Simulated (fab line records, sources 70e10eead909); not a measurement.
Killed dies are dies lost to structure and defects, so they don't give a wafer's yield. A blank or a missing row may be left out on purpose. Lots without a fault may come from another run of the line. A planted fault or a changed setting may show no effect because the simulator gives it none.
fab line records | flow nand_harc
record lots=12 wafers=36 last_day=24
route steps=1159 shown P_ZERO_WELL@18 P_STI@90 P_CONTACT@217
lots that met no fault: from a run of the same line without faults
start_h: hours from the record's first day to the start of the lot's first wafer shown | wait_h: hours since the lot's step before | " the same as in the row above | L1.1+2: a row that stands for several wafers | - no value, or no start given | * or withheld: withheld | < > ~ a bound
route shown NAME@n: a module of which the file shows steps, and the number in the route of the first | usual: mean/standard deviation of fault-free wafers | same: alike in all rows | chamber/n: place in a boat | sites: the reading at each site | _std_site: their standard deviation | _edge_site: outer sites' mean less inner sites' | radius_mm: how far each site lies from the wafer's centre | mask NAME#n: copy n | behind: the tool/chamber that last shaped the wafer | hold: why the lot was held/for how many hours/how that ended | device: the transistor (n, p or np) that didn't switch | end of line: the same wafers' tests at the end of the route | a step without rows: its recipe alone | killed: dies lost to structure and defects at the first sort, not the wafer's yield | map: a wafer's dies, x killed, . not, _ none there
set.NAME: the setting as run; set.NAME@STEP: as run at that earlier step | model.NAME: the simulator's own value behind a step, which no gauge read
steps of the route over a sample of lots; a table a step, a row a wafer
services: from which hour (start_h, from the record's first day; less than 0 if before it) a tool's chamber was out of use, for how many hours, and why
## steps
# step NHARC_P_ZERO_WELL_ETCH_62
# recipe target_depth_a=130 time_s=6.5 chf3_flow_sccm=50 ar_flow_sccm=200 rf_w=500 bias_w=200 chemistry=CHF3/Ar
# usual drypump_motor_current_A=5.7/0.46 oes_product_au=0.957/0.019 rf_fwd_power_W=488.3/2 rf_vpp_V=370.2/1.9 showerhead_plenum_p_Torr=2.33/0.076 throttle_valve_pct=20.217/0.0095
# columns lot.wafer tool chamber start_h wait_h drypump_motor_current_A oes_product_au rf_fwd_power_W rf_hours_counter_h rf_vpp_V showerhead_plenum_p_Torr throttle_valve_pct
L596.2 rie_diel-10 1 - - 5.2 0.971 484.3 0 373.6 2.50 20.218
L596.1 " 2 " " 5.9 0.973 490.0 0 370.8 2.37 20.215
L596.4 " 0 " " 5.4 0.977 488.5 0 370.2 2.33 20.228
L598.1 rie_diel-10 0 - - 5.4 0.953 488.1 2 370.6 2.33 20.219
L598.4 " 1 " " 5.2 0.962 486.1 2 375.0 2.50 20.222
L598.6 " 0 " " 5.4 0.951 489.8 - 370.3 2.33 20.230
L599.4 rie_diel-01 0 - - 5.2 0.969 487.0 6 372.0 2.39 20.217
L599.6 " 2 " " 6.6 0.956 486.1 - 369.8 2.35 20.218
L599.5 " 3 " " 5.5 0.980 489.2 - 369.6 2.29 20.223
L600.4 rie_diel-10 2 - - 5.9 0.955 487.9 3 370.9 2.37 20.207
L600.2 " 0 " " 5.4 0.951 487.0 3 369.7 2.33 20.226
L600.6 " 1 " " 5.2 0.950 487.1 - 375.2 2.50 20.217
L607.2 rie_diel-03 3 - - 5.7 0.976 488.9 2 369.7 2.29 20.215
L607.4 " 1 " " 5.9 0.982 488.3 3 366.7 2.21 20.205
L607.6 " 0 " " 5.3 0.941 486.3 - 372.3 2.38 20.203
L608.2 rie_diel-01 1 - - 5.5 0.952 492.2 8 368.5 2.25 20.244
L608.5 " 2 " " 6.6 0.944 488.4 - 370.4 2.35 20.221
L608.6 " 3 " " 5.5 0.955 487.2 - 369.6 2.29 20.211
L609.2 rie_diel-10 0 - - 5.4 0.962 491.9 7 369.7 2.33 20.227
L609.5 " 2 " " 5.9 0.992 487.6 - 370.1 2.37 20.223
L609.6 " 3 " " 6.3 0.971 484.6 - 371.1 2.35 20.211
L610.4 rie_diel-01 1 - - 5.6 0.932 491.6 9 367.9 2.25 20.230
L610.2 " 2 " " 6.6 0.926 486.3 9 369.9 2.35 20.217
L610.5 " 0 " " 5.2 0.960 489.0 - 371.2 2.39 20.222
L612.2 rie_diel-03 3 - - 5.7 0.980 488.4 4 369.2 2.29 20.212
L612.1 " 0 " " 5.3 0.930 490.1 4 370.4 2.38 20.205
L612.5 " 2 " " 5.0 0.975 490.3 - 366.7 2.20 20.217
L614.3 rie_diel-01 1 - - 5.5 0.935 491.6 11 368.4 2.25 20.215
L614.4 " 3 " " 5.5 0.945 485.8 - 370.2 2.29 20.222
L614.6 " 1 " " 5.5 0.943 491.8 - 370.8 2.25 20.227
L616.2 rie_diel-03 1 - - 5.9 0.974 485.5 7 368.1 2.21 20.216
L616.3 " 3 " " 5.7 0.974 486.7 5 369.3 2.28 20.217
L616.4 " 1 " " 5.9 0.971 482.6 - 368.9 2.21 20.212
L619.3 rie_diel-03 0 - - 5.3 0.948 487.8 7 371.0 2.38 20.214
L619.6 " 1 " " 5.9 0.977 486.4 - 367.4 2.21 20.225
L619.5 " 2 " " 5.0 0.973 491.3 - 367.1 2.20 20.225
# step NHARC_P_ZERO_WELL_ETCH_63
# recipe target_depth_a=1200 time_s=40.1 hbr_flow_sccm=150 cl2_flow_sccm=50 rf_w=400 icp_w=400 bias_w=100 chemistry=HBr/Cl2
# usual drypump_motor_current_A=5.8/0.48 oes_product_au=0.996/0.01 rf_fwd_power_W=395.4/1.6 throttle_valve_pct=26.406/0.0094
# columns lot.wafer tool chamber start_h wait_h drypump_motor_current_A oes_product_au rf_fwd_power_W rf_hours_counter_h throttle_valve_pct
L596.1 rie_si-04 0 13.56 - 5.2 0.987 390.4 0.7 26.410
L596.4 " 1 " " 5.5 0.991 393.9 0.6 26.417
L596.2 " 2 " " 6.1 0.994 396.3 0.5 26.405
L598.4 rie_si-04 3 25.53 - 6.1 1.003 395.5 0.7 26.407
L598.1 " 0 " " 5.2 0.985 394.7 0.8 26.405
L598.6 " 0 " " 5.2 0.983 394.3 - 26.414
L599.4 rie_si-01 1 31.54 - 6.4 1.006 395.5 0.6 26.425
L599.5 " 1 " " 6.4 0.988 395.3 - 26.395
L599.6 " 2 " " 5.6 0.991 397.2 - 26.405
L600.4 rie_si-05 2 37.66 - 6.0 0.984 392.5 1.2 26.399
L600.2 " 3 " " 6.3 0.994 396.6 1.3 26.389
L600.6 " 3 " " 6.2 0.999 396.4 - 26.408
L607.2 rie_si-01 3 79.66 - 6.0 1.002 396.7 1.2 26.424
L607.4 " 0 " " 4.7 0.995 395.5 1.2 26.409
L607.6 " 3 " " 6.0 1.000 395.5 - 26.410
L608.2 rie_si-01 3 85.57 - 6.0 0.997 395.9 1.4 26.385
L608.5 " 1 " " 6.4 1.002 396.8 - 26.405
L608.6 " 2 " " 5.6 0.987 395.8 - 26.403
L609.2 rie_si-01 1 91.53 - 6.4 1.270 396.9 1.1 26.388
L609.6 " 1 " " 6.4 1.279 396.9 - 26.420
L609.5 " 2 " " 5.6 1.268 396.5 - 26.401
L610.4 rie_si-01 1 97.56 - 6.4 1.285 397.5 1.1 26.412
L610.2 " 2 " " 5.6 1.272 393.7 1.1 26.404
L610.5 " 3 " " 6.0 1.280 397.2 - 26.413
L612.2 rie_si-05 3 109.67 - 6.3 1.004 395.7 0.6 26.406
L612.1 " 1 " " 5.4 0.979 395.5 0.3 26.390
L612.5 " 2 " " 6.0 0.983 393.2 - 26.407
L614.3 rie_si-04 3 121.68 - 6.1 1.004 394.3 0.2 26.407
L614.4 " 1 " " 5.5 1.007 394.2 - 26.410
L614.6 " 2 " " 6.1 1.020 395.0 - 26.408
L616.2 rie_si-04 2 133.70 - 6.2 1.014 397.4 0.4 26.424
L616.3 " 3 " " 6.1 0.993 392.9 0.4 26.415
L616.4 " 2 " " 6.1 1.005 398.0 - 26.405
L619.3 rie_si-04 2 151.69 - 6.1 1.024 394.5 0.6 26.400
L619.6 " 0 " " 5.3 1.004 394.3 - 26.403
L619.5 " 1 " " 5.6 1.002 392.0 - 26.417
# step NHARC_P_STI_ETCH_15
# recipe target_depth_a=3000 taper_deg=4 time_s=100.1 hbr_flow_sccm=150 cl2_flow_sccm=50 rf_w=400 icp_w=400 bias_w=100 chemistry=HBr/Cl2
# usual drypump_motor_current_A=5.8/0.45 oes_product_au=1.001/0.0092 rf_fwd_power_W=397.5/1.4 throttle_valve_pct=26.405/0.0077
# columns lot.wafer tool chamber start_h wait_h drypump_motor_current_A oes_product_au rf_fwd_power_W rf_hours_counter_h throttle_valve_pct
L596.2 rie_si-03 2 40.04 - 6.3 0.979 395.5 0.5 26.399
L596.4 " 3 " " 5.4 1.012 396.1 0.3 26.396
L596.1 " 0 " " 5.7 0.991 396.3 0.4 26.405
L598.4 rie_si-02 1 50.76 - 6.3 1.010 396.8 0.0 26.404
L598.1 " 3 " " 5.0 0.983 400.0 0.0 26.417
L598.6 " 1 " " 6.3 1.012 396.5 - 26.415
L599.4 rie_si-06 3 50.94 - 5.6 1.009 401.1 0.2 26.397
L599.6 " 2 " " 5.5 1.010 397.8 - 26.398
L599.5 " 3 " " 5.6 1.006 398.0 - 26.398
L600.4 rie_si-06 1 60.91 - 6.5 1.002 397.0 0.3 26.403
L600.2 " 3 " " 5.6 1.000 398.2 0.4 26.394
L600.6 " 0 " " 5.6 1.014 397.9 - 26.390
L607.4 rie_si-02 1 101.25 - 6.2 1.012 396.9 0.4 26.405
L607.2 " 0 " " 5.3 1.017 398.4 0.3 26.404
L607.6 " 1 " " 6.3 1.011 395.6 - 26.395
L609.2 rie_si-03 0 109.58 - 5.7 0.995 400.0 0.9 26.413
L609.6 " 1 " " 6.1 0.994 398.3 - 26.426
L609.5 " 2 " " 6.3 0.982 396.7 - 26.388
L608.2 rie_si-06 3 109.59 - 5.6 1.008 399.6 0.8 26.411
L608.5 " 1 " " 6.5 0.989 397.4 - 26.401
L608.6 " 2 " " 5.5 1.006 395.5 - 26.402
L610.2 rie_si-03 0 120.81 - 5.8 0.997 399.4 1.0 26.401
L610.4 " 1 " " 6.2 0.993 397.5 0.7 26.402
L610.5 " 3 " " 5.4 0.994 399.5 - 26.397
L612.2 rie_si-06 2 129.06 - 5.4 1.008 397.0 0.9 26.391
L612.1 " 3 " " 5.6 1.000 400.7 0.9 26.412
L612.5 " 0 " " 5.6 1.012 396.3 - 26.413
L614.4 rie_si-06 3 146.58 - 5.6 1.008 398.0 1.0 26.410
L614.3 " 1 " " 6.5 0.993 396.5 1.1 26.403
L614.6 " 3 " " 5.6 1.007 398.3 - 26.401
L616.4 rie_si-02 0 158.51 - 5.3 1.012 400.2 0.7 26.409
L616.2 " 1 " " 6.3 0.999 395.7 0.8 26.399
L616.3 " 3 " " 5.0 0.982 398.8 0.8 26.421
L619.3 rie_si-06 2 175.30 - 5.5 1.008 396.2 1.3 26.399
L619.6 " 0 " " 5.6 1.009 396.8 - 26.419
L619.5 " 1 " " 6.5 0.999 395.9 - 26.404
# step NHARC_P_CONTACT_DEP_30
# recipe target_thk_a=300 temp_c=400 target_thk_nm=30 flow_sccm=200 rf_w=450 material=SiNx
# usual heater_power_w=768/84 rf_fwd_power_W=448.6/1.4
# columns lot.wafer tool chamber start_h wait_h heater_power_w rf_fwd_power_W
L596.1 pecvd-03 0 109.98 0.1 727 448.3
L596.2 " 1 " " 798 449.8
L596.4 " 0 " " 737 450.9
L599.4 pecvd-01 1 126.74 0.2 677 448.6
L599.5 " 2 " " 819 448.6
L599.6 " 0 " " 677 448.4
L600.2 pecvd-03 1 128.71 0.1 811 446.1
L600.6 " 0 " " 766 447.8
L600.4 " 2 " " 935 445.8
L598.1 pecvd-01 0 132.96 0.1 724 447.5
L598.6 " 2 " " 854 447.9
L598.4 " 1 " " 783 447.9
L607.2 pecvd-03 0 167.82 0.4 776 449.6
L607.6 " 0 " " 778 448.5
L607.4 " 1 " " 875 447.8
L609.2 pecvd-01 2 183.95 0.1 711 447.3
L609.6 " 1 " " 808 449.3
L609.5 " 2 " " 727 448.0
L608.2 pecvd-03 1 186.45 0.1 796 449.0
L608.5 " 0 " " 756 449.6
L608.6 " 1 " " 798 449.2
L610.2 pecvd-03 0 197.06 0.1 698 449.2
L610.5 " 2 " " 817 448.1
L610.4 " 1 " " 733 449.0
L612.1 pecvd-01 2 204.28 0.2 830 449.1
L612.2 " 1 " " 776 446.7
L612.5 " 2 " " 826 448.4
L614.3 pecvd-01 1 216.46 0.2 698 450.6
L614.4 " 2 " " 833 445.8
L614.6 " 1 " " 700 451.0
L616.3 pecvd-01 1 231.13 0.1 805 449.0
L616.2 " 2 " " 844 448.1
L616.4 " 0 " " 786 449.2
L619.3 pecvd-03 1 247.29 0.7 744 448.1
L619.6 " 0 " " 796 448.9
L619.5 " 1 " " 736 446.7
## services
# columns tool chamber start_h hours kind
rie_diel-10 - -0.50 9.0 pm
rie_diel-03 0 4.98 21.9 repair
rie_si-06 - 6.00 9.0 pm
rie_diel-03 2 11.55 8.8 repair
rie_si-01 1 12.44 4.4 repair
rie_diel-03 1 14.01 18.4 repair
rie_diel-03 3 14.43 18.3 repair
pecvd-01 2 31.62 2.7 repair
pecvd-01 2 40.62 10.9 repair
rie_si-04 0 47.32 6.3 repair
pecvd-01 - 56.47 13.0 pm
rie_si-04 0 76.68 62.1 repair
rie_si-04 - 99.00 9.0 pm
rie_si-01 2 101.26 9.0 repair
rie_si-01 - 106.87 0.3 repair
pecvd-03 - 111.02 13.0 pm
rie_si-01 - 127.00 9.0 pm
rie_si-06 2 175.97 8.1 repair
rie_si-04 2 176.11 4.0 repair
pecvd-01 0 176.50 5.0 repair
pecvd-01 - 179.90 1.5 repair
rie_si-06 - 183.00 9.0 pm
pecvd-03 0 199.42 6.3 repair
pecvd-01 - 237.47 13.0 pm
## key
first_sign step=NHARC_P_ZERO_WELL_ETCH_63 reading=oes_product_au direction=up sigmas=28 usual=0.996 struck=1.276
effect none on later readings
met_at NHARC_P_ZERO_WELL_ETCH_63
struck_lots L609,L610
tester_left_out L609,L610
not_acting_at NHARC_P_ZERO_WELL_ETCH_62,NHARC_P_STI_ETCH_15,NHARC_P_CONTACT_DEP_30
onset_between 85.57 91.53
fault kind=process_parameter_drift tool=rie_si-01 chamber=- onset_h=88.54 steps=NHARC_P_ZERO_WELL_ETCH_63 channel=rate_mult offset=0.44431 shape=step end_h=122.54
# tester_left_out: of these lots the tester's yield and bins aren't shown, on N5 and GAA mostly nor the transistor test; their killed dies are dies lost to structure and defects alone, not to doping, threshold or leakage, so they don't give the yield
